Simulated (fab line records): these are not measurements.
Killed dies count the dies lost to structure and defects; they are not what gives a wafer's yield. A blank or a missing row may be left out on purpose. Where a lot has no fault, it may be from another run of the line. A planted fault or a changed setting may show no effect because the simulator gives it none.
Split-lot trial || flow n5 finfet || 7 lots, 21 wafers read, on a route of 1938 steps

## THE SPLIT
At N5_BEOL_M8_ETCH_62 (etches SOC in N2/H2, target depth 110 nm, overetch 22 nm, time 165 s), the setting time s was moved away from the recipe's 165 s on 9 of the 21 wafers read, by -17.4% to +21.8%. The other wafers ran this setting at the recipe's value.

The split's own step is where the reading is taken.

## THE READING
SiARC_of_BEOL_M8_COAT_60.thk nm (the simulator's own value, which no gauge read), in nm, at N5_BEOL_M8_ETCH_62 (etches SOC in N2/H2, target depth 110 nm, overetch 22 nm, time 165 s). There is no usual value for it anywhere in the file. Average 28.3 nm, standard deviation 0.14 nm, over the 12 wafers here run with the recipe.

{"wafer": "L074.1", "tool, chamber at the split": "rie diel-01, 0", "time s as run, s": 165, "against the recipe": "recipe", "SiARC_of_BEOL_M8_COAT_60.thk nm, nm": 28.6, "against lot-mates on the recipe": "-"}
{"wafer": "L074.3", "tool, chamber at the split": "rie diel-01, 1", "time s as run, s": 136.3, "against the recipe": "-17.4%", "SiARC_of_BEOL_M8_COAT_60.thk nm, nm": 29.6, "against lot-mates on the recipe": "+1.0"}
{"wafer": "L074.6", "tool, chamber at the split": "rie diel-01, 1", "time s as run, s": 136.3, "against the recipe": "-17.4%", "SiARC_of_BEOL_M8_COAT_60.thk nm, nm": 29.6, "against lot-mates on the recipe": "+1.0"}
{"wafer": "L075.1", "tool, chamber at the split": "rie diel-01, 1", "time s as run, s": 165, "against the recipe": "recipe", "SiARC_of_BEOL_M8_COAT_60.thk nm, nm": 28.4, "against lot-mates on the recipe": "-"}
{"wafer": "L075.2", "tool, chamber at the split": "rie diel-01, 2,1", "time s as run, s": 165, "against the recipe": "recipe", "SiARC_of_BEOL_M8_COAT_60.thk nm, nm": 28.4, "against lot-mates on the recipe": "-"}
{"wafer": "L075.5", "tool, chamber at the split": "rie diel-01, 2,1", "time s as run, s": 165, "against the recipe": "recipe", "SiARC_of_BEOL_M8_COAT_60.thk nm, nm": 28.4, "against lot-mates on the recipe": "-"}
{"wafer": "L077.1", "tool, chamber at the split": "rie diel-06, 0", "time s as run, s": 141.8, "against the recipe": "-14.1%", "SiARC_of_BEOL_M8_COAT_60.thk nm, nm": 29.2, "against lot-mates on the recipe": "+0.7"}
{"wafer": "L077.3", "tool, chamber at the split": "rie diel-06, 2", "time s as run, s": 165, "against the recipe": "recipe", "SiARC_of_BEOL_M8_COAT_60.thk nm, nm": 28.4, "against lot-mates on the recipe": "-"}
{"wafer": "L077.6", "tool, chamber at the split": "rie diel-06, 1", "time s as run, s": 165, "against the recipe": "recipe", "SiARC_of_BEOL_M8_COAT_60.thk nm, nm": 28.6, "against lot-mates on the recipe": "-"}
{"wafer": "L083.2", "tool, chamber at the split": "rie diel-06, 3", "time s as run, s": 165, "against the recipe": "recipe", "SiARC_of_BEOL_M8_COAT_60.thk nm, nm": 28.4, "against lot-mates on the recipe": "-"}
{"wafer": "L083.5", "tool, chamber at the split": "rie diel-06, 1", "time s as run, s": 177.3, "against the recipe": "+7.5%", "SiARC_of_BEOL_M8_COAT_60.thk nm, nm": 28, "against lot-mates on the recipe": -0.3}
{"wafer": "L083.6", "tool, chamber at the split": "rie diel-06, 0", "time s as run, s": 165, "against the recipe": "recipe", "SiARC_of_BEOL_M8_COAT_60.thk nm, nm": 28.2, "against lot-mates on the recipe": "-"}
{"wafer": "L088.1", "tool, chamber at the split": "rie diel-02, 0", "time s as run, s": 181.7, "against the recipe": "+10.1%", "SiARC_of_BEOL_M8_COAT_60.thk nm, nm": 27.4, "against lot-mates on the recipe": -0.8}
{"wafer": "L088.4", "tool, chamber at the split": "rie diel-02, 2", "time s as run, s": 165, "against the recipe": "recipe", "SiARC_of_BEOL_M8_COAT_60.thk nm, nm": 28.2, "against lot-mates on the recipe": "-"}
{"wafer": "L088.5", "tool, chamber at the split": "rie diel-02, 3", "time s as run, s": 181.7, "against the recipe": "+10.1%", "SiARC_of_BEOL_M8_COAT_60.thk nm, nm": 27.6, "against lot-mates on the recipe": -0.6}
{"wafer": "L090.3", "tool, chamber at the split": "rie diel-02, 1", "time s as run, s": 201, "against the recipe": "+21.8%", "SiARC_of_BEOL_M8_COAT_60.thk nm, nm": 26.8, "against lot-mates on the recipe": -1.4}
{"wafer": "L090.5", "tool, chamber at the split": "rie diel-02, 0", "time s as run, s": 165, "against the recipe": "recipe", "SiARC_of_BEOL_M8_COAT_60.thk nm, nm": 28.2, "against lot-mates on the recipe": "-"}
{"wafer": "L090.6", "tool, chamber at the split": "rie diel-02, 1", "time s as run, s": 201, "against the recipe": "+21.8%", "SiARC_of_BEOL_M8_COAT_60.thk nm, nm": 26.8, "against lot-mates on the recipe": -1.4}
{"wafer": "L093.1", "tool, chamber at the split": "rie diel-02, 1", "time s as run, s": 165, "against the recipe": "recipe", "SiARC_of_BEOL_M8_COAT_60.thk nm, nm": 28.2, "against lot-mates on the recipe": "-"}
{"wafer": "L093.4", "tool, chamber at the split": "rie diel-02, 3", "time s as run, s": 165, "against the recipe": "recipe", "SiARC_of_BEOL_M8_COAT_60.thk nm, nm": 28.2, "against lot-mates on the recipe": "-"}
{"wafer": "L093.5", "tool, chamber at the split": "rie diel-02, 1", "time s as run, s": 181.6, "against the recipe": "+10.1%", "SiARC_of_BEOL_M8_COAT_60.thk nm, nm": 27.4, "against lot-mates on the recipe": -0.8}
When a row names more than one chamber, that row covers several wafers, and the file does not tell which wafer ran in which chamber.

FIT RESULTS
A straight line over all 21 wafers: SiARC_of_BEOL_M8_COAT_60.thk nm changes by -0.0717 nm for each +1% of time s; r = -0.98; the points scatter about the line by 0.15 nm.
The same after taking each lot's own level away (the mean of its wafers on the recipe; 21 wafers): -0.0611 nm for each +1%; r = -0.99; scatter 0.091 nm.
Per that fit: largest time s move, reading shift of 1.3 nm.
Measured against the standard deviation above, the lots' own levels, which go from 28.20 to 28.60 nm, span 2.8 times it.
So the slope is not independent of the lot-to-lot level: the two fits are not the same.
Check: for one of the wafers moved furthest among these (+21.8%), held out of the fit, the line's prediction against its lot-mates is -1.35 nm. Against them it came out at -1.4 nm.

## THE WHOLE CHAIN: every reading that the file lists as answering this split, in the file's order
{"step": "N5_BEOL_M8_ETCH_62", "what it does": "etches SOC in N2/H2, target depth 110 nm, overetch 22 nm, time 165 s", "reading": "SiARC_of_BEOL_M8_COAT_60.thk nm (the simulator's own value, which no gauge read)", "change (the file's fit)": "-0.0608 nm for each +1% of the setting", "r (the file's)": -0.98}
{"step": "N5_BEOL_M8_HM_OPEN_17", "what it does": "chemistry Cl2/BCl3, target TiN, target depth 20 nm, overetch 6 nm", "reading": "etch.depth nm (the simulator's own value, which no gauge read)", "change (the file's fit)": "not straight: 20.24 at the lowest setting, 19.98 at the recipe, 16.82 at the highest", "r (the file's)": "not given"}

## FILE'S OWN FIT
SiARC_of_BEOL_M8_COAT_60.thk nm changes by -0.0608 nm for each +1% of time s, r = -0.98.
